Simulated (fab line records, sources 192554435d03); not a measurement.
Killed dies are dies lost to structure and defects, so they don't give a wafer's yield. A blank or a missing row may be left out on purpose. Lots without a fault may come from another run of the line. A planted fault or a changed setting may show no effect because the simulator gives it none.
Chamber matching | flow n5_finfet | N5_BEOL_M0_SAQP_PECVD_03 on pecvd-01: 3 sister chambers
The step deposits SiCN from 3MS/NH3, target thk 12 nm, time 21.1 s. 18 wafers are shown with their chamber, then 9 later ones without.

WAFERS WITH THEIR CHAMBER
wafer  | chamber | throttle_valve_pct (%) | showerhead_plenum_p_Torr (Torr)
L074.2 | 0       | 9.6                    | 3.686
L074.3 | 1       | 9.3                    | 3.662
L074.5 | 1       | 9.0                    | 3.652
L077.1 | 0       | 9.4                    | 3.673
L077.3 | 2       | 8.6                    | 3.678
L077.6 | 2       | 8.3                    | 3.672
L080.1 | 1       | 9.1                    | 3.664
L080.3 | 0       | 9.4                    | 3.678
L080.5 | 0       | 9.7                    | 3.680
L085.3 | 1       | 9.5                    | 3.663
L085.4 | 1       | 9.4                    | 3.679
L085.6 | 2       | 8.7                    | 3.670
L087.1 | 2       | 9.0                    | 3.673
L087.3 | 1       | 9.2                    | 3.656
L087.6 | 0       | 9.5                    | 3.679
L088.1 | 1       | 9.3                    | 3.659
L088.3 | 0       | 9.8                    | 3.684
L088.5 | 2       | 8.7                    | 3.682

SIGNATURES (means of the wafers above)
reading                  | chamber 0 | chamber 1 | chamber 2 | scatter within a chamber
throttle_valve_pct       | 9.567     | 9.257     | 8.660     | 0.194
showerhead_plenum_p_Torr | 3.68000   | 3.66214   | 3.67500   | 0.00654
Rule: a wafer's distance from a chamber is the root of the sum, over the readings, of the square of ((its reading less the chamber's mean) divided by the reading's scatter). The wafer belongs to the nearest chamber; if the next one is less than 2 further off, it can't be placed. The scatter: the root of (the sum of the squares of (reading less its chamber's mean) over the shown wafers, divided by (wafers less chambers)).

WAFERS WITHOUT THEIR CHAMBER
wafer  | throttle_valve_pct (%) | showerhead_plenum_p_Torr (Torr)
L090.1 | 8.7                    | 3.678
L090.2 | 9.4                    | 3.661
L090.5 | 9.2                    | 3.669
L092.2 | 8.5                    | 3.673
L092.5 | 9.3                    | 3.675
L092.6 | 9.6                    | 3.671
L097.2 | 9.6                    | 3.666
L097.5 | 9.4                    | 3.672
L097.6 | 8.8                    | 3.672

WHICH CHAMBER EACH WENT THROUGH
wafer  | from the rows above          | in truth
L090.1 | 2                            | 2
L090.2 | 1                            | 1
L090.5 | can't be placed: 1 or 0 or 2 | 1
L092.2 | 2                            | 2
L092.5 | can't be placed: 0 or 1 or 2 | 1
L092.6 | can't be placed: 0 or 1      | 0
L097.2 | can't be placed: 1 or 0      | 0
L097.5 | can't be placed: 0 or 1      | 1
L097.6 | can't be placed: 2 or 1      | 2
Placed correctly: 3 of 9. Can't be placed from these rows: 6 (the true chamber is among the candidates in 6). Placed wrongly: 0.
